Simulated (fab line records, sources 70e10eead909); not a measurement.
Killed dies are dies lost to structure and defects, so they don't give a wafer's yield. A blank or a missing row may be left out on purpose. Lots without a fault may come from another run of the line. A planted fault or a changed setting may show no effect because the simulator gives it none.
Which tool did it? | flow nand_harc | 15 lots, 45 wafers sampled, at 3 steps of a route of 1159

WHAT THE GAUGES READ, wafer by wafer
NHARC_THIN_TSV_THK_MEAS_02: measures by ir. Usual: thk_nm 2957 nm, standard deviation 210.
lot  | measured     | on            | thk_nm (nm)    | flag
L959 | day 21 13:11 | film_metro-02 | 2535 2626 2536 |
L960 | day 21 15:37 | film_metro-01 | 2894 2914 3300 |
L961 | day 21 16:46 | film_metro-01 | 2807 2535 3091 |
L963 | day 21 18:02 | film_metro-01 | 2654 2777 3086 |
L962 | day 21 19:10 | film_metro-01 | 2677 2708 2644 |
L964 | day 21 21:33 | film_metro-02 | 2791 2700 2584 |
L973 | day 22 17:16 | film_metro-02 | 3108 3060 3191 |
L974 | day 22 23:47 | film_metro-01 | 2860 2873 2765 |
L975 | day 23 05:08 | film_metro-01 | 2687 2922 3073 |
L976 | day 23 06:21 | film_metro-02 | 2886 3053 3275 |
L978 | day 23 07:34 | film_metro-02 | 2826 2789 2879 |
L977 | day 23 12:19 | film_metro-01 | 2738 2616 2831 |
L980 | day 23 21:11 | film_metro-01 | 2934 3065 2976 |
L979 | day 24 05:47 | film_metro-01 | 2984 2642 3008 |
L981 | day 24 13:08 | film_metro-02 | 3183 2823 3015 |

WHICH TOOL RAN EACH LOT (tool, then ch and the chambers of the sampled wafers, then the start)
lot  | NHARC_A_M1_CMP_23             | NHARC_A_M1_PRE_CLEAN_32
L959 | cmp-03 ch 0,2, day 18 02:08   | pecvd-01 ch 0,1,2, day 18 02:40
L960 | cmp-03 ch 0,3, day 18 02:54   | pecvd-01 ch 0,1,2, day 18 03:26
L961 | cmp-01 ch 0,2,3, day 18 03:19 | pecvd-04 ch 0,2, day 18 03:50
L963 | cmp-02 ch 1,2,3, day 18 12:09 | pecvd-04 ch 0,2, day 18 12:43
L962 | cmp-01 ch 1,2,3, day 18 12:49 | pecvd-04 ch 0,2, day 18 13:20
L964 | cmp-03 ch 0,2, day 19 16:29   | pecvd-02 ch 1,2, day 19 17:00
L973 | cmp-02 ch 1,2, day 21 22:46   | pecvd-02 ch 0,1,2, day 21 23:19
L974 | cmp-02 ch 0,1,2, day 22 06:51 | pecvd-01 ch 0,1, day 22 07:22
L975 | cmp-03 ch 0,1,3, day 22 11:24 | pecvd-01 ch 0,1, day 22 11:57
L976 | cmp-03 ch 1,2,3, day 22 11:52 | pecvd-04 ch 0,1,2, day 22 12:19
L978 | cmp-02 ch 0,1,3, day 22 12:01 | pecvd-01 ch 0,2, day 22 12:35
L977 | cmp-03 ch 0,1,3, day 22 16:37 | pecvd-04 ch 0,1,2, day 22 17:47
L980 | cmp-02 ch 0,3, day 23 03:33   | pecvd-01 ch 1,2, day 23 04:07
L979 | cmp-03 ch 0,2,3, day 23 09:35 | pecvd-04 ch 1,2, day 23 10:04
L981 | cmp-02 ch 0,2, day 23 20:17   | pecvd-04 ch 0,1,2, day 23 20:49
- NHARC_A_M1_CMP_23: polishes, t overpolish 20 s, target thk 154.34 nm.
- NHARC_A_M1_PRE_CLEAN_32: time 12 s.

WHAT THE TOOLS THEMSELVES READ (means of the sampled wafers that have a number; where no wafer has one, the mark that the record gives instead)
NHARC_A_M1_CMP_23. Usual: motor_current_A 12.3 A, standard deviation 1.4; retaining_ring_pressure_frac 1.000, standard deviation 0.0049; time_to_endpoint_s 28.4 s, standard deviation 2.8.
lot  | tool   | motor_current_A (A) | retaining_ring_pressure_frac | time_to_endpoint_s (s) | flag
L959 | cmp-03 | 14.0                | 0.998                        | 25.9                   |
L960 | cmp-03 | 12.8                | 1.001                        | 29.0                   |
L961 | cmp-01 | 11.5                | 1.003                        | 28.5                   |
L963 | cmp-02 | 12.0                | 1.006                        | 26.3                   |
L962 | cmp-01 | 12.3                | 1.003                        | 29.1                   |
L964 | cmp-03 | 13.2                | 0.993                        | 30.2                   |
L973 | cmp-02 | 12.8                | 1.003                        | 30.9                   |
L974 | cmp-02 | 13.1                | 1.000                        | 30.6                   |
L975 | cmp-03 | 13.0                | 1.003                        | 28.7                   |
L976 | cmp-03 | 13.1                | 0.998                        | 29.8                   |
L978 | cmp-02 | 11.9                | 1.003                        | 29.8                   |
L977 | cmp-03 | 12.9                | 0.997                        | 29.0                   |
L980 | cmp-02 | 11.7                | 1.002                        | 28.5                   |
L979 | cmp-03 | 13.4                | 1.000                        | 28.1                   |
L981 | cmp-02 | 13.1                | 1.002                        | 27.7                   |

NHARC_A_M1_PRE_CLEAN_32. Usual: heater_power_w 618 W, standard deviation 120.
lot  | tool     | heater_power_w (W) | flag
L959 | pecvd-01 | 619                |
L960 | pecvd-01 | 631                |
L961 | pecvd-04 | 490                |
L963 | pecvd-04 | 487                |
L962 | pecvd-04 | 539                |
L964 | pecvd-02 | 624                |
L973 | pecvd-02 | 605                |
L974 | pecvd-01 | 554                |
L975 | pecvd-01 | 648                |
L976 | pecvd-04 | 604                |
L978 | pecvd-01 | 689                |
L977 | pecvd-04 | 626                |
L980 | pecvd-01 | 580                |
L979 | pecvd-04 | 610                |
L981 | pecvd-04 | 603                |

THE ANSWER, worked out from the rows above alone
Rule: a lot is off if the mean of its wafers that have a number lies more than 3 standard deviations from the usual mean. A lot without any number at a reading at which 4 lots or more have one is off too. The other lots that the step has rows for count as sound. The gauges are gone through in route order, then the tools' own readings, and for those a lot's mean is taken as printed above. The first step at which some lot is off is used, and at that step the reading that is off furthest; a lot without a number counts as furthest.
No lot is off at any reading shown: from this, nothing can be told.

WHAT THE SIMULATOR HAD PUT IN
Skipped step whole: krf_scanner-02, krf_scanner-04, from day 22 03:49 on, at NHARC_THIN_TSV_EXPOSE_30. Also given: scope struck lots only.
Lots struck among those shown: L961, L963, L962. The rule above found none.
